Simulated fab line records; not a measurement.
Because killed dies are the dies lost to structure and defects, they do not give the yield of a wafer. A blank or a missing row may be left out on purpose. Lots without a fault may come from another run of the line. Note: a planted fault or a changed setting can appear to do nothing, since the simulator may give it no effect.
Lot-split experiment / flow n5-finfet / on a route of 1938 steps: 7 lots, 21 wafers read

THE SPLIT ITSELF
At N5_BEOL_M2_ETCH_64 (etches SOC in N2/H2, target depth 75 nm, overetch 22.5 nm, time 121.9 s), the setting bias-w was moved away from the recipe's 150 W on 4 of the 21 wafers read, by -15.2% to -4.9%. For the rest of the wafers, this setting stayed at what the recipe calls for.

Reading taken at the split's own step.

THE READING
rf-vpp-V, in V, at N5_BEOL_M2_ETCH_64 (etches SOC in N2/H2, target depth 75 nm, overetch 22.5 nm, time 121.9 s). On this fab line, fault-free wafers typically give 523.4 V with a standard deviation of 2.5 V.

wafer=L074.1; tool, chamber at the split=rie-diel-02, 0; bias-w as run, W=150; against the recipe=recipe; rf-vpp-V, V=519.7; against lot-mates on the recipe=-
wafer=L074.4; tool, chamber at the split=rie-diel-02, 3; bias-w as run, W=150; against the recipe=recipe; rf-vpp-V, V=522.1; against lot-mates on the recipe=-
wafer=L074.5; tool, chamber at the split=rie-diel-02, 2; bias-w as run, W=150; against the recipe=recipe; rf-vpp-V, V=523.2; against lot-mates on the recipe=-
wafer=L080.2; tool, chamber at the split=rie-diel-03, 0; bias-w as run, W=150; against the recipe=recipe; rf-vpp-V, V=522.1; against lot-mates on the recipe=-
wafer=L080.3; tool, chamber at the split=rie-diel-03, 1; bias-w as run, W=150; against the recipe=recipe; rf-vpp-V, V=525.5; against lot-mates on the recipe=-
wafer=L080.6; tool, chamber at the split=rie-diel-03, 3; bias-w as run, W=133.4; against the recipe=-11.1%; rf-vpp-V, V=486.9; against lot-mates on the recipe=-36.9
wafer=L088.1; tool, chamber at the split=rie-diel-05, 3; bias-w as run, W=127.2; against the recipe=-15.2%; rf-vpp-V, V=475.3; against lot-mates on the recipe=-52.5
wafer=L088.3; tool, chamber at the split=rie-diel-05, 1; bias-w as run, W=150; against the recipe=recipe; rf-vpp-V, V=527.8; against lot-mates on the recipe=-
wafer=L088.4; tool, chamber at the split=rie-diel-05, 2; bias-w as run, W=127.2; against the recipe=-15.2%; rf-vpp-V, V=470.0; against lot-mates on the recipe=-57.8
wafer=L089.2; tool, chamber at the split=rie-diel-03, 3; bias-w as run, W=150; against the recipe=recipe; rf-vpp-V, V=523.2; against lot-mates on the recipe=-
wafer=L089.4; tool, chamber at the split=rie-diel-03, 3; bias-w as run, W=142.7; against the recipe=-4.9%; rf-vpp-V, V=507.1; against lot-mates on the recipe=-16.5
wafer=L089.5; tool, chamber at the split=rie-diel-03, 1; bias-w as run, W=150; against the recipe=recipe; rf-vpp-V, V=524.0; against lot-mates on the recipe=-
wafer=L090.1; tool, chamber at the split=rie-diel-02, 0; bias-w as run, W=150; against the recipe=recipe; rf-vpp-V, V=516.6; against lot-mates on the recipe=-
wafer=L090.4; tool, chamber at the split=rie-diel-02, 1; bias-w as run, W=150; against the recipe=recipe; rf-vpp-V, V=526.2; against lot-mates on the recipe=-
wafer=L090.6; tool, chamber at the split=rie-diel-02, 3; bias-w as run, W=150; against the recipe=recipe; rf-vpp-V, V=520.3; against lot-mates on the recipe=-
wafer=L091.1; tool, chamber at the split=rie-diel-02, 1; bias-w as run, W=150; against the recipe=recipe; rf-vpp-V, V=526.7; against lot-mates on the recipe=-
wafer=L091.2; tool, chamber at the split=rie-diel-02, 3; bias-w as run, W=150; against the recipe=recipe; rf-vpp-V, V=520.7; against lot-mates on the recipe=-
wafer=L091.4; tool, chamber at the split=rie-diel-02, 0; bias-w as run, W=150; against the recipe=recipe; rf-vpp-V, V=517.5; against lot-mates on the recipe=-
wafer=L095.2; tool, chamber at the split=rie-diel-05, 3; bias-w as run, W=150; against the recipe=recipe; rf-vpp-V, V=525.0; against lot-mates on the recipe=-
wafer=L095.4; tool, chamber at the split=rie-diel-05, 1; bias-w as run, W=150; against the recipe=recipe; rf-vpp-V, V=525.2; against lot-mates on the recipe=-
wafer=L095.5; tool, chamber at the split=rie-diel-05, 3; bias-w as run, W=150; against the recipe=recipe; rf-vpp-V, V=524.8; against lot-mates on the recipe=-

THE FIT
A straight line over all 21 wafers: rf-vpp-V changes by +3.3 V for each +1% of bias-w; r = +0.98; the points scatter about the line by 3.1 V.
The same after taking each lot's own level away (the mean of its wafers on the recipe; 21 wafers): +3.57 V for each +1%; r = +0.99; scatter 2.6 V.
That fit puts the effect of the largest move of bias-w on the reading at 54 V.
Across the lots, their own levels run from 521.03 to 527.80 V, a range of 2.7 times the standard deviation given above.
Consequently the slope shifts little with the lot-to-lot level, the two slopes agreeing.
Check: for one of the wafers moved furthest among these (-15.2%), held out of the fit, the line's prediction against its lot-mates is -55.1 V. Against them it came out at -52.5 V.
Tool readings at the split's step, against how far the setting was moved: rf-vpp-V r = +0.98.

THESE WAFERS: OTHER SPLITS
These wafers also went through other splits before the reading. Each is held against what the fit with the lots' levels taken away leaves over:
other split on the same wafers=N5_BEOL_M0_SAQP_SPACER1_ALD_98 ald-cycles; wafers away from the commonest value=5; r with rf-vpp-V (lot level and that fit taken away)=-0.15
other split on the same wafers=N5_BEOL_M0_SAQP_ETCH_107 bias-w; wafers away from the commonest value=8; r with rf-vpp-V (lot level and that fit taken away)=+0.15
other split on the same wafers=N5_BEOL_M1_EXPOSE_08 dose-mj; wafers away from the commonest value=9; r with rf-vpp-V (lot level and that fit taken away)=+0.10
other split on the same wafers=N5_BEOL_M2_COAT_05 spin-rpm; wafers away from the commonest value=7; r with rf-vpp-V (lot level and that fit taken away)=+0.05

THE WHOLE CHAIN: every reading that the file lists as answering this split, in the file's order
step=N5_BEOL_M2_ETCH_64; what it does=etches SOC in N2/H2, target depth 75 nm, overetch 22.5 nm, time 121.9 s; reading=rf-vpp-V; change (the file's fit)=+3.52 V for each +1% of the setting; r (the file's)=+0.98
step=N5_BEOL_M2_ETCH_64; what it does=etches SOC in N2/H2, target depth 75 nm, overetch 22.5 nm, time 121.9 s; reading=SiARC_of_BEOL_M2_COAT_62.thk-nm (the simulator's own value, which no gauge read); change (the file's fit)=-0.0673 nm for each +1% of the setting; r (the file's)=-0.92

THE FILE'S OWN FIT
rf-vpp-V changes by +3.52 V for each +1% of bias-w, r = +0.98.
